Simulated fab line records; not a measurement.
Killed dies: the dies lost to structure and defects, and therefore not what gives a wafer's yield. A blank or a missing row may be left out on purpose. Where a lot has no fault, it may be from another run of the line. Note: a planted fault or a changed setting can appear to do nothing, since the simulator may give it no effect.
The tool behind it: which one?    flow nand-harc    36 wafers from 12 lots sampled at 5 of the route's 1302 steps

## WHAT THE GAUGES SHOWED, per wafer
NHARC_A_DECK1_JOINT_THK_MEAS_17: measures by ellipsometry. Usual: thk-nm 45.0 nm, standard deviation 1.2.
lot   measured      on             thk-nm (nm)     flag
L348  day 12 22:07  film-metro-02  43.2 45.4 45.9  
L347  day 12 22:06  film-metro-01  43.8 44.9 44.3  
L351  day 14 02:35  film-metro-02  45.9 44.9 50.3  
L352  day 14 02:22  film-metro-01  44.9 45.2 45.1  
L354  day 15 04:06  film-metro-01  44.4 44.6 46.1  
L357  day 16 17:14  film-metro-01  74.9 73.3 43.7  OFF
L358  day 16 20:20  film-metro-01  43.4 44.7 44.8  
L364  day 19 12:14  film-metro-01  46.2 45.8 46.4  
L366  day 19 22:11  film-metro-02  43.8 46.2 43.6  
L367  day 20 22:12  film-metro-01  45.1 45.7 44.4  
L369  day 21 06:14  film-metro-01  45.7 44.3 46.9  
L370  day 21 22:08  film-metro-02  44.2 45.8 45.5  

NHARC_A_DECK1_JOINT_INSPECT_05. Usual: raw-defect-count 307, standard deviation 120.
lot   measured      on                 raw-defect-count  flag
L348  day 12 22:09  defect-inspect-02  158 214 233       
L347  day 12 22:08  defect-inspect-01  226 200 174       
L351  day 14 02:37  defect-inspect-02  437 539 289       
L352  day 14 02:24  defect-inspect-02  138 321 250       
L354  day 15 04:08  defect-inspect-01  281 492 333       
L357  day 16 17:16  defect-inspect-02  274 327 263       
L358  day 16 20:22  defect-inspect-02  298 316 496       
L364  day 19 12:16  defect-inspect-01  356 468 479       
L366  day 19 22:14  defect-inspect-01  260 291 216       
L367  day 20 22:14  defect-inspect-02  484 560 336       
L369  day 21 06:16  defect-inspect-02  305 177 270       
L370  day 21 22:11  defect-inspect-02  277 204 312       

NHARC_A_ONON_D2_THK_MEAS_21: measures by ellipsometry. Usual: thk-nm 1001 nm, standard deviation 8.9.
lot   measured      on             thk-nm (nm)     flag
L348  day 13 09:37  film-metro-02  995 994 993     
L347  day 13 09:37  film-metro-01  1020 1020 1020  
L351  day 14 13:55  film-metro-02  1009 1009 1012  
L352  day 14 13:43  film-metro-01  988 986 987     
L354  day 15 18:03  film-metro-02  1007 1008 1006  
L357  day 17 07:06  film-metro-02  1001 998 999    
L358  day 17 07:06  film-metro-01  1009 1009 1011  
L364  day 19 23:12  film-metro-02  996 996 998     
L366  day 20 09:19  film-metro-01  993 993 994     
L367  day 21 11:17  film-metro-02  999 1000 1000   
L369  day 21 17:25  film-metro-01  997 998 996     
L370  day 22 12:26  film-metro-02  980 977 980     

## EACH LOT AND THE TOOL THAT RAN IT (in order: tool; ch and the chambers of the sampled wafers; start)
lot   NHARC_A_CHANNEL_FILL_D1_ETCHBACK_08            NHARC_A_DECK1_JOINT_DEP_16
L348  rie-diel-04 ch 0,1,3, day 12 21:53 or earlier  pecvd-04 ch 0,1,2, day 12 21:53
L347  rie-diel-04 ch 0,1,3, day 12 21:51 or earlier  pecvd-03 ch 0,2, day 12 21:51
L351  rie-diel-04 ch 0,2,3, day 14 02:19 or earlier  pecvd-04 ch 0,1,2, day 14 02:19
L352  rie-diel-10 ch 2,3, day 14 02:05 or earlier    pecvd-03 ch 0,2, day 14 02:05
L354  rie-diel-04 ch 1,2, day 15 03:49 or earlier    pecvd-04 ch 0,1,2, day 15 03:49
L357  rie-diel-10 ch 0,1,2, day 16 16:55 or earlier  pecvd-04 ch 0,1, day 16 16:55
L358  rie-diel-04 ch 1,2, day 16 20:03 or earlier    pecvd-03 ch 0,2, day 16 20:03
L364  rie-diel-04 ch 1,3, day 19 11:58 or earlier    pecvd-03 ch 1,2, day 19 11:58
L366  rie-diel-04 ch 0,1,3, day 19 21:56 or earlier  pecvd-01 ch 0,1,2, day 19 21:56
L367  rie-diel-05 ch 0,1, day 20 21:55 or earlier    pecvd-01 ch 0,1, day 20 21:55
L369  rie-diel-10 ch 1,2,3, day 21 05:56 or earlier  pecvd-01 ch 0,2, day 21 05:56
L370  rie-diel-04 ch 2,3, day 21 21:55 or earlier    pecvd-04 ch 0,2, day 21 21:55
- NHARC_A_CHANNEL_FILL_D1_ETCHBACK_08: etches the open film in C4F8, target depth 220 nm, time 110 s.
- NHARC_A_DECK1_JOINT_DEP_16: deposits SiO2, target thk 45 nm.

## AS READ BY THE TOOLS THEMSELVES (means over the sampled wafers that have a number; for cases with no such wafer, the mark the record gives instead)
NHARC_A_CHANNEL_FILL_D1_ETCHBACK_08. Usual: oes-product-au 0.97 a.u., standard deviation 0.039; rf-vpp-V 442.3 V, standard deviation 2.5.
lot   tool         oes-product-au (a.u.)  rf-vpp-V (V)  flag
L348  rie-diel-04  0.93                   442.8         
L347  rie-diel-04  1.00                   442.2         
L351  rie-diel-04  0.95                   442.6         
L352  rie-diel-10  0.96                   441.0         
L354  rie-diel-04  0.91                   439.8         
L357  rie-diel-10  0.98                   443.1         
L358  rie-diel-04  0.92                   440.3         
L364  rie-diel-04  1.02                   441.8         
L366  rie-diel-04  0.96                   442.6         
L367  rie-diel-05  1.02                   444.2         
L369  rie-diel-10  0.99                   440.8         
L370  rie-diel-04  1.04                   443.2         

NHARC_A_DECK1_JOINT_DEP_16. Usual: heater-power-w 586 W, standard deviation 57; mfc-precursor-sccm 161.4 sccm, standard deviation 0.51; throttle-valve-pct 15.9 %, standard deviation 0.46.
lot   tool      heater-power-w (W)  mfc-precursor-sccm (sccm)  throttle-valve-pct (%)  flag
L348  pecvd-04  581                 161.6                      15.4                    
L347  pecvd-03  598                 161.3                      16.1                    
L351  pecvd-04  566                 161.4                      15.6                    
L352  pecvd-03  551                 160.7                      16.1                    
L354  pecvd-04  560                 161.2                      15.6                    
L357  pecvd-04  587                 230.1                      16.2                    OFF
L358  pecvd-03  615                 161.9                      15.8                    
L364  pecvd-03  644                 161.4                      16.2                    
L366  pecvd-01  580                 161.7                      15.9                    
L367  pecvd-01  577                 161.4                      16.0                    
L369  pecvd-01  647                 161.4                      16.3                    
L370  pecvd-04  477                 161.1                      15.6                    

## THE ANSWER, worked out from the rows above alone
Rule: lot off if the mean of its wafers having a number is beyond 3 standard deviations from the usual mean. Also off: a lot with no number at a reading for which 4 or more lots have one. Any other lot the step has rows for is counted as sound. First the gauges in route order, then the tools' own readings, where a lot's mean is used as printed above. The first step at which some lot is off is used, and at that step the reading that is off furthest; a lot without a number counts as furthest.
Off: L357, at NHARC_A_DECK1_JOINT_THK_MEAS_17 (thk-nm).
If a tool, at a process step before that reading, ran all the lots that are off and no sound lot after the first of them, it fits. Not tried: the gauges at NHARC_A_DECK1_JOINT_THK_MEAS_17; whatever is off there is also off at NHARC_A_DECK1_JOINT_DEP_16, on other tools, and gauge error can't account for it. With no start given for some of its lots, NHARC_A_CHANNEL_FILL_D1_ETCHBACK_08 uses the hours and lot order of NHARC_A_DECK1_JOINT_DEP_16. No candidate that was tried fits.

## WHAT THE SIMULATOR HAD INSERTED
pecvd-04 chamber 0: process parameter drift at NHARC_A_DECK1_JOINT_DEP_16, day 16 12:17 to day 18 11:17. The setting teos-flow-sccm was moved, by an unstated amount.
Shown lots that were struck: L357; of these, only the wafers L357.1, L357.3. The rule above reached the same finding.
